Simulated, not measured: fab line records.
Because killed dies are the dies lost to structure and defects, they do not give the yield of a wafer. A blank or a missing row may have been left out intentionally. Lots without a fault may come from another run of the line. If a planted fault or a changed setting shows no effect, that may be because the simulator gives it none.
The tool behind it: which one?    flow n5Finfet    72 wafers from 24 lots sampled at 6 of the route's 1938 steps

## WHAT EACH GAUGE READ, for each wafer
N5_PMOS_HMC_CHANNEL_EPI_CD_MEAS_09 targets a cd of 237.4 nm. Usual: cdNm at 238.0 nm, with a standard deviation of 1.4.
lot   measured     on        cdNm (nm)          flag
L074  day 1 17:26  cdSem-03  234.7 235.9 234.9  
L075  day 2 03:28  cdSem-03  238.2 237.3 238.7  
L076  day 2 05:36  cdSem-01  235.7 236.8 235.7  
L077  day 2 11:34  cdSem-02  237.2 236.2 237.3  
L078  day 2 17:26  cdSem-03  236.6 237.8 238.2  
L079  day 3 01:56  cdSem-02  238.8 240.5 238.5  
L080  day 3 06:51  cdSem-02  237.5 238.8 238.8  
L081  day 3 12:07  cdSem-02  238.9 239.7 239.2  
L082  day 3 17:36  cdSem-03  236.4 236.6 238.3  
L083  day 4 00:37  cdSem-01  241.6 239.2 239.0  
L084  day 4 05:44  cdSem-03  238.0 237.9 238.9  
L085  day 4 12:07  cdSem-03  239.8 237.4 237.1  
L086  day 4 18:07  cdSem-03  237.1 235.4 236.6  
L087  day 4 23:28  cdSem-02  239.5 239.1 236.0  
L088  day 5 05:12  cdSem-03  238.8 236.5 240.1  
L089  day 5 11:13  cdSem-03  239.4 237.2 237.6  
L090  day 5 17:43  cdSem-02  237.6 237.9 237.4  
L091  day 5 23:17  cdSem-02  238.1 239.2 238.0  
L092  day 6 05:28  cdSem-02  237.0 239.3 238.6  
L093  day 6 11:42  cdSem-03  237.6 239.7 238.9  
L094  day 6 18:25  cdSem-01  238.4 238.3 236.4  
L095  day 6 23:16  cdSem-01  239.6 238.0 238.6  
L096  day 7 06:49  cdSem-02  236.3 239.8 238.0  
L097  day 7 12:15  cdSem-02  238.4 238.3 240.2  

N5_PMOS_HMC_CHANNEL_EPI_INSPECT_30: inspects for defects (darkfield). Usual: rawDefectCount at 20, with a standard deviation of 5.9.
lot   measured     on                rawDefectCount  flag
L074  day 1 20:21  defectInspect-02  16 27 21        
L075  day 2 06:33  defectInspect-01  23 19 18        
L076  day 2 08:56  defectInspect-01  18 23 16        
L077  day 2 14:47  defectInspect-01  22 20 19        
L078  day 2 22:34  defectInspect-02  17 10 15        
L079  day 3 05:39  defectInspect-02  20 14 18        
L080  day 3 10:52  defectInspect-01  11 24 30        
L081  day 3 15:08  defectInspect-01  24 18 20        
L082  day 3 20:51  defectInspect-02  16 16 17        
L083  day 4 03:49  defectInspect-02  24 34 18        
L084  day 4 09:52  defectInspect-01  19 12 11        
L085  day 4 16:17  defectInspect-01  17 25 23        
L086  day 4 22:04  defectInspect-02  23 17 34        
L087  day 5 02:48  defectInspect-01  25 13 21        
L088  day 5 08:33  defectInspect-02  31 17 18        
L089  day 5 14:26  defectInspect-02  12 20 18        
L090  day 5 20:38  defectInspect-01  19 15 13        
L091  day 6 02:31  defectInspect-02  14 27 16        
L092  day 6 08:47  defectInspect-01  11 21 23        
L093  day 6 14:38  defectInspect-01  23 25 29        
L094  day 6 22:20  defectInspect-01  15 14 11        
L095  day 7 02:51  defectInspect-02  25 18 18        
L096  day 7 10:11  defectInspect-02  17 16 15        
L097  day 7 15:20  defectInspect-02  21 30 24        

N5_FIN_SAQP_CD_MEAS_16 targets a cd of 35.6 nm. Usual: cdNm at 35.5 nm, with a standard deviation of 0.42.
lot   measured     on        cdNm (nm)       flag
L074  day 1 21:50  cdSem-02  36.2 36.1 35.9  
L075  day 2 07:53  cdSem-01  36.0 36.1 35.8  
L076  day 2 10:17  cdSem-01  35.7 35.7 35.3  
L077  day 2 17:29  cdSem-01  35.5 35.9 35.6  
L078  day 2 23:47  cdSem-01  36.1 35.6 35.5  
L079  day 3 09:09  cdSem-03  35.3 35.8 34.8  
L080  day 3 13:55  cdSem-03  35.1 35.6 34.6  
L081  day 3 17:17  cdSem-03  35.0 34.9 35.2  
L082  day 3 22:22  cdSem-02  35.4 35.7 36.1  
L083  day 4 05:01  cdSem-03  35.2 35.9 35.7  
L084  day 4 11:07  cdSem-01  35.4 35.1 35.5  
L085  day 4 17:59  cdSem-02  35.7 35.5 35.1  
L086  day 4 23:50  cdSem-03  36.0 35.1 35.3  
L087  day 5 04:29  cdSem-02  35.2 35.0 34.5  
L088  day 5 09:46  cdSem-02  36.4 35.8 36.0  
L089  day 5 15:45  cdSem-03  35.9 36.0 35.9  
L090  day 5 21:58  cdSem-03  35.6 35.0 35.9  
L091  day 6 03:51  cdSem-03  35.6 36.0 35.4  
L092  day 6 10:10  cdSem-02  35.6 35.5 35.4  
L093  day 6 15:58  cdSem-02  35.2 35.6 34.5  
L094  day 6 23:44  cdSem-03  34.9 35.0 36.0  
L095  day 7 04:22  cdSem-02  35.2 35.4 35.7  
L096  day 7 11:25  cdSem-01  35.9 35.4 34.9  
L097  day 7 16:44  cdSem-01  35.9 35.4 35.4  

## WHICH TOOL RAN EACH LOT (tool, then ch and the chambers of the sampled wafers, then the start)
lot   N5_PMOS_HMC_CHANNEL_EPI_DESCUM_14  N5_PMOS_HMC_CHANNEL_EPI_ETCH_38  N5_FIN_SAQP_ALD_61
L074  rieDiel-02 ch 1,2,3, day 1 17:31   rieSi-05 ch 0,1,2, day 1 17:57   aldSin-03 ch 0,1, day 1 20:28
L075  rieDiel-02 ch 0,1,3, day 2 03:43   rieSi-04 ch 1,2,3, day 2 04:09   aldSin-02 ch 0,2,3, day 2 06:41
L076  rieDiel-06 ch 2,3, day 2 05:41     rieSi-03 ch 0,1,3, day 2 06:07   aldSin-02 ch 1,2, day 2 09:03
L077  rieDiel-01 ch 1,2,3, day 2 11:39   rieSi-04 ch 1,2, day 2 12:05     aldSin-04 ch 0,1,2, day 2 16:14
L078  rieDiel-01 ch 0,2,3, day 2 19:44   rieSi-04 ch 1,3, day 2 20:10     aldSin-04 ch 0,1, day 2 22:42
L079  rieDiel-01 ch 0,1, day 3 02:41     rieSi-04 ch 0,2,3, day 3 03:07   aldSin-03 ch 0,1,2, day 3 08:05
L080  rieDiel-01 ch 1,2, day 3 07:37     rieSi-05 ch 0,1,3, day 3 08:04   aldSin-04 ch 0,3, day 3 12:42
L081  rieDiel-06 ch 0,2,3, day 3 12:16   rieSi-03 ch 0,3, day 3 12:43     aldSin-04 ch 1,2,3, day 3 16:02
L082  rieDiel-01 ch 0,2,3, day 3 17:41   rieSi-03 ch 1,2,3, day 3 18:08   aldSin-04 ch 0,1,3, day 3 21:09
L083  rieDiel-06 ch 0,1,3, day 4 00:50   rieSi-04 ch 0,2,3, day 4 01:17   aldSin-04 ch 1,3, day 4 03:57
L084  rieDiel-06 ch 1,2, day 4 05:49     rieSi-03 ch 0,1,3, day 4 06:16   aldSin-03 ch 1,2, day 4 09:59
L085  rieDiel-01 ch 1,2,3, day 4 12:53   rieSi-03 ch 0,2,3, day 4 13:20   aldSin-03 ch 0,2,3, day 4 16:54
L086  rieDiel-06 ch 0,2,3, day 4 18:12   rieSi-04 ch 0,1, day 4 18:38     aldSin-04 ch 0,1,2, day 4 22:46
L087  rieDiel-02 ch 0,1,3, day 4 23:33   rieSi-05 ch 0,1,2, day 4 23:59   aldSin-03 ch 2,3, day 5 03:20
L088  rieDiel-02 ch 0,1, day 5 05:25     rieSi-03 ch 1,3, day 5 05:51     aldSin-02 ch 0,2,3, day 5 08:41
L089  rieDiel-02 ch 0,1,3, day 5 11:17   rieSi-05 ch 1,2,3, day 5 11:44   aldSin-03 ch 0,1,3, day 5 14:33
L090  rieDiel-01 ch 1,2, day 5 17:48     rieSi-05 ch 0,3, day 5 18:14     aldSin-04 ch 0,3, day 5 20:46
L091  rieDiel-06 ch 0,1,2, day 5 23:23   rieSi-03 ch 0,2,3, day 5 23:49   aldSin-04 ch 0,2,3, day 6 02:43
L092  rieDiel-02 ch 0,2,3, day 6 05:33   rieSi-05 ch 0,2,3, day 6 06:01   aldSin-04 ch 0,1, day 6 08:54
L093  rieDiel-02 ch 2,3, day 6 11:47     rieSi-03 ch 0,3, day 6 12:14     aldSin-03 ch 0,1,3, day 6 14:46
L094  rieDiel-02 ch 0,1,2, day 6 18:30   rieSi-04 ch 0,3, day 6 18:58     aldSin-02 ch 0,2,3, day 6 22:38
L095  rieDiel-02 ch 0,1, day 6 23:22     rieSi-03 ch 2,3, day 7 00:00     aldSin-03 ch 2,3, day 7 03:17
L096  rieDiel-06 ch 0,1,2, day 7 06:58   rieSi-03 ch 0,1,2, day 7 07:23   aldSin-03 ch 0,1,3, day 7 10:19
L097  rieDiel-02 ch 0,2,3, day 7 12:20   rieSi-04 ch 0,1,3, day 7 12:47   aldSin-03 ch 0,1,2, day 7 15:32
- N5_PMOS_HMC_CHANNEL_EPI_DESCUM_14: chemistry O2, time 7.9 s.
- N5_PMOS_HMC_CHANNEL_EPI_ETCH_38: etches SiO2 in CF4, target depth 1.5 nm.
- N5_FIN_SAQP_ALD_61: deposits SiO2, target thk 4 nm, pulse time 1 s, purge time 2 s.

## AS READ BY THE TOOLS THEMSELVES (means over the sampled wafers that have a number; for cases with no such wafer, the mark the record gives instead)
N5_PMOS_HMC_CHANNEL_EPI_DESCUM_14. Usual: drypumpMotorCurrentA 5.7 A, standard deviation 0.46; oesProductAu 0.78 a.u., standard deviation 0.087; rfVppV 243.4 V, standard deviation 1.2; showerheadPlenumPTorr 2.12 Torr, standard deviation 0.067; throttleValvePct 20.54 %, standard deviation 0.21.
lot   tool        drypumpMotorCurrentA (A)  oesProductAu (a.u.)  rfVppV (V)  showerheadPlenumPTorr (Torr)  throttleValvePct (%)  flag
L074  rieDiel-02  5.8                       0.74                 243.1       2.13                          20.44                 
L075  rieDiel-02  6.0                       0.82                 243.7       2.13                          20.42                 
L076  rieDiel-06  6.3                       0.75                 244.2       2.14                          20.65                 
L077  rieDiel-01  5.9                       0.85                 243.1       2.13                          20.76                 
L078  rieDiel-01  5.5                       0.84                 242.9       2.12                          20.72                 
L079  rieDiel-01  5.6                       0.72                 243.6       2.09                          20.74                 
L080  rieDiel-01  5.7                       0.85                 244.9       2.19                          20.67                 
L081  rieDiel-06  5.9                       0.78                 244.2       2.15                          20.57                 
L082  rieDiel-01  5.5                       0.84                 243.4       2.12                          20.72                 
L083  rieDiel-06  5.8                       0.73                 242.2       2.07                          20.69                 
L084  rieDiel-06  5.6                       0.77                 242.8       2.08                          20.37                 
L085  rieDiel-01  5.9                       0.81                 242.9       2.12                          20.79                 
L086  rieDiel-06  5.9                       0.77                 243.3       2.14                          20.59                 
L087  rieDiel-02  6.0                       0.79                 244.5       2.13                          20.44                 
L088  rieDiel-02  5.5                       0.78                 244.0       2.14                          20.45                 
L089  rieDiel-02  6.0                       0.80                 243.8       2.13                          20.44                 
L090  rieDiel-01  5.7                       0.81                 244.4       2.18                          20.70                 
L091  rieDiel-06  5.5                       0.79                 242.9       2.12                          20.44                 
L092  rieDiel-02  6.1                       0.77                 243.1       2.11                          20.40                 
L093  rieDiel-02  5.9                       0.70                 242.1       2.10                          20.43                 
L094  rieDiel-02  5.6                       0.75                 243.0       2.11                          20.41                 
L095  rieDiel-02  5.5                       0.77                 244.0       2.13                          20.47                 
L096  rieDiel-06  5.5                       0.78                 243.4       2.11                          20.46                 
L097  rieDiel-02  6.1                       0.76                 243.0       2.10                          20.41                 

N5_PMOS_HMC_CHANNEL_EPI_ETCH_38. Usual: drypumpMotorCurrentA 5.8 A, standard deviation 0.47; oesProductAu 0.999 a.u., standard deviation 0.028; throttleValvePct 21.83 %, standard deviation 0.22.
lot   tool      drypumpMotorCurrentA (A)  oesProductAu (a.u.)  throttleValvePct (%)  flag
L074  rieSi-05  5.6                       0.985                21.92                 
L075  rieSi-04  5.9                       1.018                22.03                 
L076  rieSi-03  5.8                       1.017                21.74                 
L077  rieSi-04  5.8                       1.025                22.11                 
L078  rieSi-04  6.4                       1.018                22.13                 
L079  rieSi-04  5.6                       0.996                21.90                 
L080  rieSi-05  5.8                       1.002                21.71                 
L081  rieSi-03  5.7                       1.007                21.77                 
L082  rieSi-03  6.0                       1.010                21.69                 
L083  rieSi-04  5.6                       0.997                21.90                 
L084  rieSi-03  5.8                       1.017                21.75                 
L085  rieSi-03  5.8                       0.988                21.71                 
L086  rieSi-04  6.0                       1.018                22.06                 
L087  rieSi-05  5.6                       0.982                21.93                 
L088  rieSi-03  6.0                       1.021                21.57                 
L089  rieSi-05  5.7                       0.977                21.73                 
L090  rieSi-05  6.3                       0.993                21.57                 
L091  rieSi-03  5.8                       0.970                21.72                 
L092  rieSi-05  6.0                       0.987                21.79                 
L093  rieSi-03  5.7                       0.957                21.76                 
L094  rieSi-04  5.8                       0.999                21.87                 
L095  rieSi-03  5.9                       0.997                21.66                 
L096  rieSi-03  5.7                       0.978                21.85                 
L097  rieSi-04  6.1                       1.004                21.98                 

N5_FIN_SAQP_ALD_61. Usual: heaterPowerW 479 W, standard deviation 48; precursorPulseHeightRel 0.999, standard deviation 0.02.
lot   tool       heaterPowerW (W)  precursorPulseHeightRel  flag
L074  aldSin-03  459               0.978                    
L075  aldSin-02  479               1.008                    
L076  aldSin-02  460               1.010                    
L077  aldSin-04  490               0.992                    
L078  aldSin-04  460               1.006                    
L079  aldSin-03  478               1.007                    
L080  aldSin-04  423               0.989                    
L081  aldSin-04  509               0.998                    
L082  aldSin-04  476               1.002                    
L083  aldSin-04  505               0.986                    
L084  aldSin-03  503               1.006                    
L085  aldSin-03  461               0.999                    
L086  aldSin-04  489               1.012                    
L087  aldSin-03  493               1.000                    
L088  aldSin-02  468               0.987                    
L089  aldSin-03  470               0.983                    
L090  aldSin-04  420               0.989                    
L091  aldSin-04  453               0.993                    
L092  aldSin-04  458               1.010                    
L093  aldSin-03  469               0.995                    
L094  aldSin-02  467               0.994                    
L095  aldSin-03  476               1.001                    
L096  aldSin-03  479               0.979                    
L097  aldSin-03  465               0.992                    

## THE ANSWER, worked out from the rows above alone
Rule: a lot is off if the mean of its wafers that have a number lies more than 3 standard deviations from the usual mean. Also off: a lot with no number at a reading for which 4 or more lots have one. Where the step has rows for the other lots, those lots are counted as sound. First the gauges in route order, then the tools' own readings, where a lot's mean is used as printed above. The first step at which some lot is off is used, and at that step the reading that is off furthest; a lot without a number counts as furthest.
No lot is off on any of the readings shown, so nothing can be concluded from this.

## WHAT THE SIMULATOR HAD PUT IN
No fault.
